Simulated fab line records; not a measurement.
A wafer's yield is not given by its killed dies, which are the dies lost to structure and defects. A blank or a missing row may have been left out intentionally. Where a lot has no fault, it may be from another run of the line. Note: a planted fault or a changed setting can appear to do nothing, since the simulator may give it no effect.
Which of the tools did it?	flow n5 finfet	24 lots (72 wafers sampled), 1 step of a 1938-step route

== WHAT THE GAUGES SHOWED, per wafer ==
N5_HKMG_FIN_OVL_MEAS_50. Usual: for NDIPOLE_OVL the level is 0.2 nm and the standard deviation is 0.73.
lot	measured	on	NDIPOLE_OVL (nm)	flag
L074	day 4 02:33	overlay-02	0.2 -0.2 -0.5	
L075	day 4 04:28	overlay-01	1.6 0.8 1.8	
L076	day 4 12:44	overlay-02	1.1 -0.2 0.1	
L077	day 4 18:13	overlay-01	-1.2 -0.5 -1.1	
L078	day 5 02:07	overlay-01	-0.1 -0.4 -0.7	
L079	day 5 10:28	overlay-01	-0.1 0.7 -0.4	
L080	day 5 15:25	overlay-02	-0.5 0.4 0.0	
L081	day 5 21:41	overlay-01	-0.2 -0.2 0.7	
L082	day 6 08:23	overlay-02	-0.1 -0.1 1.0	
L083	day 6 09:46	overlay-01	0.2 0.5 0.5	
L084	day 6 16:45	overlay-01	-1.4 -1.4 -0.5	
L085	day 7 01:14	overlay-01	0.2 0.8 0.1	
L086	day 7 01:58	overlay-02	0.6 -0.8 -0.6	
L087	day 7 08:52	overlay-02	1.9 0.9 1.2	
L088	day 7 16:08	overlay-01	0.2 0.2 -0.4	
L089	day 7 20:50	overlay-01	1.8 1.3 1.5	
L090	day 8 02:01	overlay-02	0.6 0.0 -0.2	
L091	day 8 06:07	overlay-01	-0.5 0.6 0.0	
L092	day 8 14:34	overlay-01	0.3 0.8 -0.2	
L093	day 8 21:30	overlay-01	0.1 0.1 -0.2	
L094	day 9 03:52	overlay-02	1.3 1.9 1.1	
L095	day 9 06:47	overlay-02	0.4 0.0 0.4	
L096	day 9 19:35	overlay-02	0.8 0.3 0.5	
L097	day 9 20:23	overlay-01	-0.1 -0.5 0.6	

== WHAT TOOL EACH LOT RAN ON (gives the tool, then ch and the chambers of the sampled wafers, and finally the start) ==
Before these readings, the record contains no process step.

== AS READ BY THE TOOLS THEMSELVES (means over the sampled wafers that have a number; for cases with no such wafer, the mark the record gives instead) ==
The record holds no such reading with a usual standard deviation.

== THE ANSWER, worked out from the rows above alone ==
Rule: lot off if the mean of its wafers having a number is beyond 3 standard deviations from the usual mean. A lot without any number at a reading at which 4 lots or more have one is off too. Any other lot the step has rows for is counted as sound. After the gauges, taken in route order, come the tools' own readings; for these a lot's mean is taken, as printed above. At the first step where some lot is off, the reading lying furthest off is the one used; lots without a number count as furthest.
Across all readings shown, no lot is off: no conclusion can be drawn from this.

== WHAT THE SIMULATOR PUT IN ==
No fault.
